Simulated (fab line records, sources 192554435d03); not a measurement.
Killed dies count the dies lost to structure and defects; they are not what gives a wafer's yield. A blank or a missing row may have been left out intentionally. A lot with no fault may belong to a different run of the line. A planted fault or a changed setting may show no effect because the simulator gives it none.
Which of the tools did it? | flow n5_finfet | 12 lots, 36 wafers sampled, at 5 steps of a route of 1938

WHAT THE GAUGES SHOWED, per wafer
N5_BEOL_M9_THK_MEAS_53: measures by xrf. Usual: M9_THK 139 nm, standard deviation 3.7.
lot  | measured     | on            | M9_THK (nm) | flag
L333 | day 11 18:42 | film_metro-02 | 138 137 133 |
L335 | day 11 19:01 | film_metro-02 | 137 140 140 |
L334 | day 11 22:20 | film_metro-02 | 138 140 140 |
L336 | day 12 02:38 | film_metro-02 | 139 136 143 |
L340 | day 12 23:04 | film_metro-02 | 139 146 147 |
L339 | day 13 04:01 | film_metro-01 | 144 142 143 |
L341 | day 13 07:07 | film_metro-02 | 145 135 141 |
L342 | day 13 16:31 | film_metro-01 | 146 136 139 |
L343 | day 14 05:05 | film_metro-02 | 134 138 143 |
L353 | day 16 13:37 | film_metro-02 | 137 140 138 |
L355 | day 16 14:10 | film_metro-02 | 140 142 145 |
L356 | day 17 09:02 | film_metro-02 | 140 141 142 |

WHICH TOOL RAN EACH LOT (tool, then ch and the chambers of the sampled wafers, then the start)
lot  | N5_BEOL_M9_PRE_CLEAN_45      | N5_BEOL_M9_SPUTTER_48        | N5_BEOL_M9_ECD_50              | N5_BEOL_M9_CMP_52
L333 | pvd_sputter-03, day 11 17:06 | pvd_sputter-03, day 11 17:44 | ecd_cu-01 ch 0,1, day 11 17:52 | cmp-03 ch 1,3, day 11 18:26
L335 | pvd_sputter-01, day 11 17:35 | pvd_sputter-01, day 11 18:12 | ecd_cu-02 ch 0,1, day 11 18:19 | cmp-02 ch 1,3, day 11 18:46
L334 | pvd_sputter-02, day 11 20:33 | pvd_sputter-01, day 11 21:29 | ecd_cu-02 ch 0,1, day 11 21:37 | cmp-01 ch 0,2, day 11 22:02
L336 | pvd_sputter-01, day 11 23:26 | pvd_sputter-03, day 12 01:49 | ecd_cu-02 ch 0, day 12 01:56   | cmp-01 ch 1,2,3, day 12 02:21
L340 | pvd_sputter-02, day 12 21:08 | pvd_sputter-02, day 12 22:15 | ecd_cu-02 ch 0,1, day 12 22:22 | cmp-01 ch 1,3, day 12 22:46
L339 | pvd_sputter-02, day 13 02:38 | pvd_sputter-03, day 13 03:09 | ecd_cu-02 ch 0,1, day 13 03:16 | cmp-03 ch 1,2,3, day 13 03:43
L341 | pvd_sputter-01, day 13 05:42 | pvd_sputter-01, day 13 06:18 | ecd_cu-01 ch 0,1, day 13 06:25 | cmp-03 ch 0,1,3, day 13 06:49
L342 | pvd_sputter-01, day 13 14:56 | pvd_sputter-01, day 13 15:34 | ecd_cu-01 ch 0,1, day 13 15:41 | cmp-02 ch 1,2,3, day 13 16:18
L343 | pvd_sputter-03, day 14 03:44 | pvd_sputter-03, day 14 04:17 | ecd_cu-01 ch 0,1, day 14 04:23 | cmp-03 ch 1,2,3, day 14 04:50
L353 | pvd_sputter-01, day 16 11:39 | pvd_sputter-01, day 16 12:26 | ecd_cu-02 ch 0,1, day 16 12:36 | cmp-03 ch 0,2, day 16 13:19
L355 | pvd_sputter-01, day 16 12:34 | pvd_sputter-02, day 16 13:11 | ecd_cu-02 ch 0,1, day 16 13:18 | cmp-01 ch 0,1,3, day 16 13:52
L356 | pvd_sputter-03, day 17 07:17 | pvd_sputter-01, day 17 08:08 | ecd_cu-02 ch 1, day 17 08:14   | cmp-01 ch 0,3, day 17 08:44
- N5_BEOL_M9_PRE_CLEAN_45: time 30 s.
- N5_BEOL_M9_SPUTTER_48: material Cu, target thk 12 nm, time 2 s.
- N5_BEOL_M9_ECD_50: material Cu, target thk 318 nm.
- N5_BEOL_M9_CMP_52: polishes, stops on SiCOH lowk, t overpolish 7 s, target thk 140 nm.

AS READ BY THE TOOLS THEMSELVES (means over the sampled wafers that have a number; for cases with no such wafer, the mark the record gives instead)
N5_BEOL_M9_PRE_CLEAN_45. Usual: 318 W for heater_power_w, sd 36.
lot  | tool           | heater_power_w (W) | flag
L333 | pvd_sputter-03 | 317                |
L335 | pvd_sputter-01 | 313                |
L334 | pvd_sputter-02 | 301                |
L336 | pvd_sputter-01 | 347                |
L340 | pvd_sputter-02 | 335                |
L339 | pvd_sputter-02 | 291                |
L341 | pvd_sputter-01 | 347                |
L342 | pvd_sputter-01 | 349                |
L343 | pvd_sputter-03 | 308                |
L353 | pvd_sputter-01 | 351                |
L355 | pvd_sputter-01 | 334                |
L356 | pvd_sputter-03 | 312                |

N5_BEOL_M9_SPUTTER_48. Usual: chuck_sensor_temp_C -16.0 C, standard deviation 0.51; throttle_valve_pct 30.1 %, standard deviation 1.5.
lot  | tool           | chuck_sensor_temp_C (C) | throttle_valve_pct (%) | flag
L333 | pvd_sputter-03 | -16.4                   | 28.8                   |
L335 | pvd_sputter-01 | -16.0                   | 31.0                   |
L334 | pvd_sputter-01 | -15.5                   | 31.3                   |
L336 | pvd_sputter-03 | -16.4                   | 28.8                   |
L340 | pvd_sputter-02 | -15.9                   | 30.1                   |
L339 | pvd_sputter-03 | -16.5                   | 29.5                   |
L341 | pvd_sputter-01 | -15.7                   | 30.7                   |
L342 | pvd_sputter-01 | -15.6                   | 30.5                   |
L343 | pvd_sputter-03 | -16.6                   | 28.2                   |
L353 | pvd_sputter-01 | -15.7                   | 30.3                   |
L355 | pvd_sputter-02 | -15.9                   | 29.6                   |
L356 | pvd_sputter-01 | -16.1                   | 32.0                   |

N5_BEOL_M9_CMP_52. Usual: motor_current_A 5.9 A, standard deviation 0.54; time_to_endpoint_s 64 s, standard deviation 3.4.
lot  | tool   | motor_current_A (A) | time_to_endpoint_s (s) | flag
L333 | cmp-03 | 5.6                 | 67                     |
L335 | cmp-02 | 5.9                 | 67                     |
L334 | cmp-01 | 6.1                 | 60                     |
L336 | cmp-01 | 6.0                 | 60                     |
L340 | cmp-01 | 5.6                 | 65                     |
L339 | cmp-03 | 5.9                 | 60                     |
L341 | cmp-03 | 5.4                 | 64                     |
L342 | cmp-02 | 6.1                 | 65                     |
L343 | cmp-03 | 6.0                 | 50                     | OFF
L353 | cmp-03 | 5.7                 | 63                     |
L355 | cmp-01 | 6.0                 | 68                     |
L356 | cmp-01 | 5.7                 | 62                     |

THE ANSWER, worked out from the rows above alone
Rule: lot off if the mean of its wafers having a number is beyond 3 standard deviations from the usual mean. A lot without any number at a reading at which 4 lots or more have one is off too. The other lots that the step has rows for count as sound. Order of review: gauges by route order, followed by the tools' own readings, for which a lot's mean as printed above is used. The first step at which some lot is off is used, and at that step the reading that is off furthest; a lot without a number counts as furthest.
Off at N5_BEOL_M9_CMP_52 (time_to_endpoint_s): L343.
If a tool, at that step or one of the process steps before it, ran each lot that is off and ran no sound lot following the first of them, it fits. Can't be told from this: 2 tools fit, pvd_sputter-03 at N5_BEOL_M9_SPUTTER_48, ecd_cu-01 at N5_BEOL_M9_ECD_50.

WHAT THE SIMULATOR HAD PUT IN
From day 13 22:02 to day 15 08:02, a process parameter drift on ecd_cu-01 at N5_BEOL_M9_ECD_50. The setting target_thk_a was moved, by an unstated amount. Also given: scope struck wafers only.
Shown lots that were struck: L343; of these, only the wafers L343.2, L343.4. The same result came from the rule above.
